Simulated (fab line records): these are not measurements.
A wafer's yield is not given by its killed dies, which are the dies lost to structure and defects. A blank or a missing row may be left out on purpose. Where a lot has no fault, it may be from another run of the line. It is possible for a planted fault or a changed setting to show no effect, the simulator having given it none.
fab line records ; flow n5Finfet ; part 1 of 2: steps 1 to 3 of 6
[record] lots = 24; wafers = 72; lastDay = 19
route steps=1938 shown BEOL_M3@953
lots with no fault: from the same line, run without faults
startH: hours from the record's opening day to when the first of the lot's shown wafers began ; waitH: hours since the lot's step before ; " repeats the value in the row above ; L1.1+2: a row that stands for several wafers ; - no value present, or no start provided ; * or withheld: withheld ; < > ~ a bound
route shown NAME@n: NAME is a module with steps in the file, n the number in the route of the first one ; usual: average and standard deviation across the fault-free wafers ; same: alike in all rows ; chamber/n: place in a boat ; sites: each site's reading ; _std_site: the standard deviation of these ; _edge_site: the outer-site mean with the inner-site mean subtracted ; radiusMm: for every site, how far away it sits from the centre of the wafer ; mask NAME#n: copy n ; behind: the most recent tool/chamber to have shaped the wafer ; hold: why the lot was held/for how many hours/how that ended ; device: which transistor (n, p or np) failed to switch ; end of line: the route-end tests of the same wafers ; a step without rows: its recipe alone ; killed: count of dies lost to structure and defects at first sort (not the wafer's yield) ; map: a wafer's dies, marking killed ones x, the rest . and places with no die _
set.NAME: the setting as run; set.NAME@STEP: as run at that earlier step ; model.NAME: the simulator's own value behind a step, which no gauge read
one table for each step of the route and one row for each wafer, over a sample of lots
services: when a tool's chamber went out of use (startH, in hours from the record's first day, below 0 if earlier), for how many hours, and the reason
[[steps]]
[step N5_BEOL_M3_STRIP_66]
[recipe] chemistry = CF4; resist = SiARC; powerW = 300; biasPowerW = 75; pressureMtorr = 50; cf4FlowSccm = 150; rfFrequencyHz = 6e+07
[usual] drypumpMotorCurrentA = 5.5/0.45; oesProductAu = 0.81/0.081; rfVppV = 271.0/1.5; showerheadPlenumPTorr = 1.79/0.068; throttleValvePct = 13.55/0.22
lot.wafer;tool;chamber;startH;waitH;drypumpMotorCurrentA;oesProductAu;rfHoursCounterH;rfVppV;showerheadPlenumPTorr;throttleValvePct
L074.1;rieDiel-04;2;156.83;0.0;4.8;0.72;200;269.1;1.68;13.48
L074.5;rieDiel-04;1;156.83;0.0;5.6;0.79;-;271.3;1.81;13.66
L074.6;rieDiel-04;2;156.83;0.0;4.8;0.71;-;269.2;1.68;13.48
L075.2;rieDiel-04;1;173.52;0.0;5.6;0.78;135;271.7;1.80;13.67
L075.5;rieDiel-04;2;173.52;0.0;4.7;0.71;-;268.9;1.68;13.49
L075.6;rieDiel-04;3;173.52;0.0;6.4;0.75;-;270.2;1.77;13.65
L076.4;rieDiel-03;3;173.72;0.0;6.2;0.83;47;272.0;1.75;13.53
L076.5;rieDiel-03;3;173.72;0.0;6.2;0.83;-;270.7;1.75;13.54
L076.6;rieDiel-03;2;173.72;0.0;5.1;0.81;-;272.0;1.82;13.67
L079.1;rieDiel-04;0;178.04;0.0;5.3;0.92;14;271.4;1.82;13.45
L079.3;rieDiel-04;3;178.04;0.0;6.4;0.75;143;270.7;1.77;13.66
L079.4;rieDiel-04;1;178.04;0.0;5.6;0.78;136;270.5;1.80;13.64
L078.4;rieDiel-03;3;178.28;0.0;6.2;0.83;49;269.7;1.75;13.55
L078.5;rieDiel-03;3;178.28;0.0;6.2;0.83;-;271.5;1.75;13.54
L078.6;rieDiel-03;2;178.28;0.0;5.1;0.81;-;271.3;1.82;13.66
L077.1;rieDiel-01;2;179.29;0.0;5.5;0.91;23;269.6;1.76;13.26
L077.3;rieDiel-01;3;179.29;0.0;5.6;0.92;9;271.1;1.85;13.20
L077.6;rieDiel-01;2;179.29;0.0;5.5;0.91;-;272.1;1.76;13.25
L081.2;rieDiel-01;1;182.55;0.0;5.1;0.74;160;269.7;1.71;13.82
L081.3;rieDiel-01;2;182.55;0.0;5.5;0.92;24;270.5;1.76;13.25
L081.5;rieDiel-01;1;182.55;0.0;5.1;0.74;-;269.1;1.71;13.81
L080.3;rieDiel-01;2;186.26;0.0;5.5;0.91;25;270.1;1.76;13.25
L080.4;rieDiel-01;3;186.26;0.0;5.6;0.92;11;271.2;1.85;13.21
L080.5;rieDiel-01;1;186.26;0.0;5.0;0.74;-;269.8;1.71;13.83
L083.3;rieDiel-01;1;201.94;0.0;5.1;0.74;165;270.4;1.71;13.84
L083.4;rieDiel-01;2;201.94;0.0;5.5;0.91;29;271.1;1.75;13.27
L083.5;rieDiel-01;3;201.94;0.0;5.6;0.91;-;270.4;1.85;13.23
L082.2;rieDiel-04;1;203.72;0.0;5.7;0.78;144;271.4;1.80;13.68
L082.3;rieDiel-04;0;203.72;0.0;5.3;0.90;23;273.7;1.82;13.47
L082.6;rieDiel-04;3;203.72;0.0;6.4;0.74;-;271.7;1.77;13.67
L084.1;rieDiel-01;1;219.84;0.0;5.1;0.73;170;270.5;1.71;13.83
L084.4;rieDiel-01;2;219.84;0.0;5.5;0.89;34;270.7;1.75;13.30
L084.6;rieDiel-01;0;219.84;0.0;5.4;0.93;-;274.1;1.90;13.44
L086.1;rieDiel-03;3;230.88;0.0;6.2;0.82;61;270.8;1.75;13.56
L086.2;rieDiel-03;0;230.88;0.0;5.0;0.90;37;274.6;1.90;13.35
L086.3;rieDiel-03;2;230.88;0.0;5.1;0.80;117;270.1;1.82;13.69
L085.1;rieDiel-03;1;234.16;0.0;5.6;0.71;212;270.9;1.79;13.97
L085.4;rieDiel-03;0;234.16;0.0;5.0;0.89;37;272.7;1.90;13.35
L085.6;rieDiel-03;1;234.16;0.0;5.6;0.70;-;271.9;1.79;13.96
L087.1;rieDiel-01;2;245.57;0.0;5.4;0.88;47;270.4;1.75;13.31
L087.2;rieDiel-01;0;245.57;0.0;5.3;0.90;15;273.9;1.90;13.45
L087.4;rieDiel-01;2;245.57;0.0;5.4;0.87;-;271.4;1.75;13.30
L088.1;rieDiel-01;2;247.28;0.0;5.5;0.88;48;271.1;1.75;13.30
L088.3;rieDiel-01;0;247.28;0.0;5.3;0.91;16;274.2;1.90;13.47
L088.5;rieDiel-01;2;247.28;0.0;5.5;0.88;-;270.5;1.75;13.32
L090.1;rieDiel-01;2;253.25;0.0;5.5;0.87;51;270.4;1.75;13.32
L090.2;rieDiel-01;0;253.25;0.0;5.3;0.90;20;273.4;1.90;13.45
L090.6;rieDiel-01;1;253.25;0.0;5.1;0.72;-;269.9;1.70;13.88
L089.2;rieDiel-04;0;253.66;0.0;5.3;0.88;38;269.7;1.81;13.49
L089.3;rieDiel-04;3;253.66;0.0;6.4;0.72;167;271.0;1.77;13.70
L089.6;rieDiel-04;2;253.66;0.0;4.7;0.69;-;269.1;1.68;13.55
L091.2;rieDiel-01;2;259.99;0.0;5.5;0.86;54;269.9;1.75;13.31
L091.3;rieDiel-01;3;259.99;0.0;5.6;0.88;30;270.8;1.85;13.25
L091.4;rieDiel-01;0;259.99;0.0;5.3;0.89;23;274.6;1.90;13.47
L092.2;rieDiel-01;2;266.20;0.0;5.5;0.87;56;272.0;1.75;13.34
L092.4;rieDiel-01;3;266.20;0.0;5.6;0.88;32;273.5;1.85;13.25
L092.6;rieDiel-01;3;266.20;0.0;5.6;0.88;-;271.3;1.85;13.26
L093.1;rieDiel-01;1;266.46;0.0;5.1;0.72;194;269.6;1.70;13.89
L093.5;rieDiel-01;0;266.46;0.0;5.4;0.89;-;273.9;1.90;13.48
L093.6;rieDiel-01;1;266.46;0.0;5.1;0.72;-;271.1;1.70;13.91
L094.2;rieDiel-04;3;272.29;0.0;6.4;0.71;176;271.9;1.76;13.72
L094.3;rieDiel-04;0;272.29;0.0;5.3;0.86;47;270.1;1.81;13.52
L094.5;rieDiel-04;2;272.29;0.0;4.7;0.69;-;269.3;1.67;13.57
L095.1;rieDiel-01;1;284.20;0.0;5.1;0.71;201;270.0;1.70;13.92
L095.2;rieDiel-01;2;284.20;0.0;5.5;0.85;65;270.8;1.74;13.36
L095.4;rieDiel-01;3;284.20;0.0;5.6;0.87;39;271.7;1.84;13.26
L096.1;rieDiel-04;0;293.97;0.0;5.3;0.85;55;271.2;1.81;13.52
L096.3;rieDiel-04;1;293.97;0.0;5.6;0.74;179;271.1;1.79;13.75
L096.5;rieDiel-04;1;293.97;0.0;5.6;0.74;-;270.5;1.79;13.76
L097.1;rieDiel-03;1;296.57;0.0;5.6;0.70;219;270.1;1.79;13.98
L097.4;rieDiel-03;3;296.57;0.0;6.2;0.80;70;268.9;1.74;13.60
L097.5;rieDiel-03;1;296.57;0.0;5.6;0.70;-;271.3;1.79;13.96
[step N5_BEOL_M3_STRIP_19]
[recipe] chemistry = O2; powerW = 400; tempC = 40; pressureMtorr = 30; rfFrequencyHz = 6e+07; biasPowerW = 0; overashFraction = 0.2; o2FlowSccm = 225
[usual] drypumpMotorCurrentA = 5.5/0.52; o2FlowSccm = 225.0/0.69; oesProductAu = 0.81/0.085; rfVppV = 3.7/0.53; showerheadPlenumPTorr = 2.08/0.069; throttleValvePct = 16.67/0.2
lot.wafer;tool;chamber;startH;waitH;drypumpMotorCurrentA;o2FlowSccm;oesProductAu;rfHoursCounterH;rfVppV;showerheadPlenumPTorr;throttleValvePct
L074.1;rieDiel-01;2;156.99;0.1;5.5;224.2;0.94;15;3.5;2.06;16.42
L074.5;rieDiel-01;3;156.99;0.1;5.6;225.1;0.97;-;3.8;2.17;16.30
L074.6;rieDiel-01;1;156.99;0.1;5.1;224.8;0.74;-;3.6;2.00;16.92
L075.2;rieDiel-04;0;173.67;0.1;5.3;226.0;0.93;13;3.2;2.11;16.47
L075.5;rieDiel-04;2;173.67;0.1;4.7;225.6;0.71;-;3.5;1.99;16.67
L075.6;rieDiel-04;3;173.67;0.1;6.4;225.4;0.76;-;4.1;2.08;16.74
L076.4;rieDiel-01;1;173.89;0.1;5.1;225.4;0.75;-;4.6;2.00;16.92
L076.5;rieDiel-01;2;173.89;0.1;5.5;225.5;0.94;-;4.6;2.06;16.43
L076.6;rieDiel-01;3;173.89;0.1;5.6;223.5;0.96;-;4.1;2.17;16.31
L079.1;rieDiel-03;1;178.40;0.3;5.6;223.9;0.73;198;4.4;2.09;16.99
L079.3;rieDiel-03;2;178.40;0.3;5.1;224.3;0.81;104;4.3;2.10;16.60
L079.4;rieDiel-03;0;178.40;0.3;5.0;223.8;0.93;24;3.7;2.22;16.38
L078.4;rieDiel-03;2;178.44;0.1;5.1;224.4;0.81;104;4.2;2.10;16.63
L078.5;rieDiel-03;2;178.44;0.1;5.1;225.7;0.81;-;3.9;2.10;16.63
L078.6;rieDiel-03;3;178.44;0.1;6.2;225.6;0.83;-;3.6;2.04;16.65
L077.1;rieDiel-03;0;179.44;0.1;5.0;224.4;0.92;24;4.2;2.22;16.40
L077.3;rieDiel-03;3;179.44;0.1;6.2;224.5;0.82;50;4.1;2.04;16.66
L077.6;rieDiel-03;3;179.44;0.1;6.2;225.0;0.83;-;3.2;2.04;16.66
L081.2;rieDiel-04;2;182.70;0.1;4.8;224.8;0.71;209;3.6;1.99;16.67
L081.3;rieDiel-04;0;182.70;0.1;5.2;224.2;0.92;17;4.5;2.11;16.49
L081.5;rieDiel-04;1;182.70;0.1;5.6;225.0;0.80;-;3.8;2.10;16.75
L080.3;rieDiel-01;0;186.41;0.1;5.4;224.1;1.01;0;3.5;2.24;16.59
L080.4;rieDiel-01;1;186.41;0.1;5.1;225.1;0.74;160;4.1;1.99;16.94
L080.5;rieDiel-01;2;186.41;0.1;5.4;224.4;0.92;-;4.3;2.05;16.43
L083.3;rieDiel-03;2;202.09;0.1;5.1;225.2;0.81;111;4.9;2.10;16.63
L083.4;rieDiel-03;0;202.09;0.1;5.0;224.1;0.93;31;3.2;2.22;16.38
L083.5;rieDiel-03;1;202.09;0.1;5.6;224.6;0.72;-;3.8;2.09;16.99
L082.2;rieDiel-03;3;203.87;0.1;6.2;224.7;0.82;56;3.5;2.04;16.67
L082.3;rieDiel-03;0;203.87;0.1;5.0;224.2;0.92;31;3.8;2.22;16.39
L082.6;rieDiel-03;0;203.87;0.1;5.0;224.5;0.92;-;2.9;2.22;16.39
L084.1;rieDiel-03;0;220.01;0.1;5.0;224.8;0.91;35;3.6;2.22;16.39
L084.4;rieDiel-03;2;220.01;0.1;5.0;225.9;0.80;114;3.8;2.10;16.64
L084.6;rieDiel-03;3;220.01;0.1;6.2;225.4;0.82;-;3.3;2.04;16.68
L086.1;rieDiel-03;1;231.03;0.1;5.6;225.5;0.71;212;3.5;2.09;17.01
L086.2;rieDiel-03;2;231.03;0.1;5.1;224.0;0.80;117;3.4;2.10;16.64
L086.3;rieDiel-03;3;231.03;0.1;6.2;226.4;0.81;61;4.6;2.04;16.69
L085.1;rieDiel-01;2;234.33;0.1;5.5;226.4;0.90;41;3.2;2.05;16.47
L085.4;rieDiel-01;2;234.33;0.1;5.5;225.8;0.89;-;3.9;2.05;16.47
L085.6;rieDiel-01;1;234.33;0.1;5.1;225.2;0.73;-;4.2;1.99;16.97
L087.1;rieDiel-04;0;246.02;0.4;5.3;225.5;0.89;34;3.6;2.10;16.52
L087.2;rieDiel-04;1;246.02;0.4;5.6;223.9;0.78;157;4.0;2.10;16.79
L087.4;rieDiel-04;3;246.02;0.4;6.4;224.8;0.74;164;4.2;2.07;16.79
L088.1;rieDiel-04;2;247.49;0.1;4.7;225.2;0.70;229;3.2;1.98;16.70
L088.3;rieDiel-04;3;247.49;0.1;6.4;225.2;0.74;164;3.3;2.07;16.78
L088.5;rieDiel-04;3;247.49;0.1;6.4;225.1;0.73;-;4.0;2.07;16.80
L090.1;rieDiel-04;1;253.41;0.1;5.7;224.9;0.79;161;3.2;2.10;16.78
L090.2;rieDiel-04;0;253.41;0.1;5.3;224.9;0.89;38;4.5;2.10;16.52
L090.6;rieDiel-04;3;253.41;0.1;6.4;225.7;0.74;-;2.8;2.07;16.81
L089.2;rieDiel-04;0;253.91;0.1;5.3;224.6;0.87;38;3.2;2.10;16.55
L089.3;rieDiel-04;3;253.91;0.1;6.4;224.3;0.73;167;3.3;2.07;16.82
L089.6;rieDiel-04;2;253.91;0.1;4.8;226.4;0.69;-;3.8;1.98;16.71
L091.2;rieDiel-01;1;260.25;0.2;5.1;225.2;0.71;191;2.8;1.98;17.00
L091.3;rieDiel-01;2;260.25;0.2;5.5;225.0;0.87;54;4.0;2.04;16.49
L091.4;rieDiel-01;3;260.25;0.2;5.6;225.3;0.90;30;4.3;2.16;16.36
L092.2;rieDiel-04;3;266.35;0.1;6.4;224.8;0.73;173;3.9;2.07;16.82
L092.4;rieDiel-04;2;266.35;0.1;4.7;225.0;0.69;239;3.7;1.98;16.73
L092.6;rieDiel-04;3;266.35;0.1;6.4;225.1;0.73;-;4.5;2.07;16.81
L093.1;rieDiel-01;0;266.89;0.4;5.3;225.3;0.93;26;3.1;2.23;16.63
L093.5;rieDiel-01;2;266.89;0.4;5.4;223.0;0.87;-;3.5;2.04;16.48
L093.6;rieDiel-01;3;266.89;0.4;5.6;225.1;0.90;-;3.7;2.16;16.37
L094.2;rieDiel-04;0;272.44;0.1;5.3;225.1;0.86;47;3.9;2.10;16.53
L094.3;rieDiel-04;1;272.44;0.1;5.7;225.5;0.77;170;3.7;2.09;16.81
L094.5;rieDiel-04;3;272.44;0.1;6.4;224.9;0.73;-;4.0;2.07;16.83
L095.1;rieDiel-04;1;284.42;0.2;5.7;224.4;0.77;175;3.5;2.09;16.82
L095.2;rieDiel-04;3;284.42;0.2;6.4;224.6;0.72;181;3.7;2.06;16.82
L095.4;rieDiel-04;2;284.42;0.2;4.7;224.9;0.69;247;3.5;1.98;16.75
L096.1;rieDiel-03;0;294.12;0.1;5.0;225.1;0.88;44;3.9;2.21;16.43
L096.3;rieDiel-03;3;294.12;0.1;6.2;225.0;0.81;69;3.2;2.03;16.69
L096.5;rieDiel-03;1;294.12;0.1;5.6;226.4;0.71;-;3.9;2.09;17.03
L097.1;rieDiel-03;0;296.73;0.1;5.0;225.7;0.89;44;4.4;2.21;16.41
L097.4;rieDiel-03;2;296.73;0.1;5.1;225.7;0.80;126;4.9;2.09;16.65
L097.5;rieDiel-03;1;296.73;0.1;5.6;225.4;0.71;-;4.1;2.09;17.03
[step N5_BEOL_M3_OVL_MEAS_29]
[recipe] pointsPerWafer = 522
[usual] V2_OVL = 0.0/0.95
lot.wafer;tool;chamber;startH;waitH;V2_OVL[nm]
L074.1;overlay-02;0;157.53;0.0;0.5
L074.5;overlay-02;0;157.53;0.0;-0.4
L074.6;overlay-02;0;157.53;0.0;-0.8
L075.2;overlay-01;0;174.22;0.0;-1.0
L075.5;overlay-01;0;174.22;0.0;0.4
L075.6;overlay-01;0;174.22;0.0;-1.2
L076.4;overlay-01;0;174.44;0.0;-0.5
L076.5;overlay-01;0;174.44;0.0;-1.4
L076.6;overlay-01;0;174.44;0.0;-1.0
L079.1;overlay-01;0;178.82;0.0;0.4
L079.3;overlay-01;0;178.82;0.0;-0.4
L079.4;overlay-01;0;178.82;0.0;-0.2
L078.4;overlay-02;0;178.90;0.0;1.0
L078.5;overlay-02;0;178.90;0.0;-0.2
L078.6;overlay-02;0;178.90;0.0;1.5
L077.1;overlay-02;0;179.87;0.0;1.4
L077.3;overlay-02;0;179.87;0.0;1.5
L077.6;overlay-02;0;179.87;0.0;-0.5
L081.2;overlay-01;0;183.25;0.0;-0.4
L081.3;overlay-01;0;183.25;0.0;0.0
L081.5;overlay-01;0;183.25;0.0;0.2
L080.3;overlay-02;0;186.96;0.0;0.0
L080.4;overlay-02;0;186.96;0.0;1.4
L080.5;overlay-02;0;186.96;0.0;0.6
L083.3;overlay-02;0;202.65;0.0;0.6
L083.4;overlay-02;0;202.65;0.0;0.8
L083.5;overlay-02;0;202.65;0.0;-0.5
L082.2;overlay-01;0;204.42;0.0;0.1
L082.3;overlay-01;0;204.42;0.0;1.1
L082.6;overlay-01;0;204.42;0.0;-0.4
L084.1;overlay-02;0;220.43;0.0;1.4
L084.4;overlay-02;0;220.43;0.0;-1.3
L084.6;overlay-02;0;220.43;0.0;-1.3
L086.1;overlay-02;0;231.45;0.0;0.8
L086.2;overlay-02;0;231.45;0.0;2.4
L086.3;overlay-02;0;231.45;0.0;0.7
L085.1;overlay-02;0;234.77;0.0;0.1
L085.4;overlay-02;0;234.77;0.0;0.3
L085.6;overlay-02;0;234.77;0.0;0.5
L087.1;overlay-02;0;246.56;0.0;0.6
L087.2;overlay-02;0;246.56;0.0;-0.3
L087.4;overlay-02;0;246.56;0.0;-0.8
L088.1;overlay-02;0;247.91;0.0;-0.8
L088.3;overlay-02;0;247.91;0.0;-0.7
L088.5;overlay-02;0;247.91;0.0;-0.1
L090.1;overlay-02;0;253.83;0.0;-0.7
L090.2;overlay-02;0;253.83;0.0;-0.5
L090.6;overlay-02;0;253.83;0.0;0.1
L089.2;overlay-02;0;254.46;0.0;0.8
L089.3;overlay-02;0;254.46;0.0;0.6
L089.6;overlay-02;0;254.46;0.0;1.4
L091.2;overlay-02;0;260.80;0.0;-1.3
L091.3;overlay-02;0;260.80;0.0;0.1
L091.4;overlay-02;0;260.80;0.0;-1.4
L092.2;overlay-02;0;266.90;0.0;0.7
L092.4;overlay-02;0;266.90;0.0;1.6
L092.6;overlay-02;0;266.90;0.0;0.4
L093.1;overlay-02;0;267.44;0.0;0.0
L093.5;overlay-02;0;267.44;0.0;0.3
L093.6;overlay-02;0;267.44;0.0;-0.5
L094.2;overlay-02;0;272.87;0.0;0.6
L094.3;overlay-02;0;272.87;0.0;0.6
L094.5;overlay-02;0;272.87;0.0;0.5
L095.1;overlay-02;0;284.84;0.0;-0.4
L095.2;overlay-02;0;284.84;0.0;0.9
L095.4;overlay-02;0;284.84;0.0;0.6
L096.1;overlay-02;0;294.67;0.0;-1.5
L096.3;overlay-02;0;294.67;0.0;0.3
L096.5;overlay-02;0;294.67;0.0;-1.0
L097.1;overlay-02;0;297.27;0.0;0.4
L097.4;overlay-02;0;297.27;0.0;-1.8
L097.5;overlay-02;0;297.27;0.0;-0.3
